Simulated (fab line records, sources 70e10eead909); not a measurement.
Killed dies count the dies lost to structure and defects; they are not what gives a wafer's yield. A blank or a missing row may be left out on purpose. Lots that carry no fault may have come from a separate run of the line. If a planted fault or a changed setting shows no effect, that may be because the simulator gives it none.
Chamber matching	flow nand-harc	NHARC_A_CONTACT_DEP_29 on pecvd-03: 3 sister chambers
The step deposits SiON, target thk 100 nm. 6 wafers are shown with their chamber, then 9 later ones without.

## WAFERS, EACH WITH ITS CHAMBER
wafer	chamber	showerhead-vpp-V (V)	heater-power-w (W)
L074.1	0	1049	800
L077.1	0	1056	706
L089.3	2	1091	843
L091.2	2	1111	830
L091.3	1	1268	781
L091.6	1	1260	783

## WAFERS WHOSE CHAMBER IS MISSING
wafer	showerhead-vpp-V (V)	heater-power-w (W)
L092.3	1266	883
L092.5	1275	891
L092.6	1043	745
L094.4	1048	781
L094.5	1100	676
L094.6	1267	868
L096.1	1046	714
L096.2	1095	849
L096.6	1043	710

## WHICH CHAMBER EACH ONE RAN IN
wafer	from the rows above	in truth
L092.3	1	1
L092.5	1	1
L092.6	0	0
L094.4	0	0
L094.5	can't be placed: 2 or 0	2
L094.6	1	1
L096.1	0	0
L096.2	2	2
L096.6	0	0
Correct placement for 8 of the 9. Not placeable from these rows: 1 (in 1, the candidates include the true chamber). Number placed wrongly: 0.
How it was worked out, from the rows above alone: a wafer's distance from a chamber is the root of the sum, over the readings, of the square of ((its reading less the chamber's mean) divided by the reading's scatter). The wafer belongs to the nearest chamber; if the next one is less than 2 further off, it can't be placed. Each chamber's mean is taken over the wafers shown for it. The scatter: take each reading less its chamber's mean, square it, sum over the shown wafers, divide by the number of wafers less the number of chambers, and take the root.
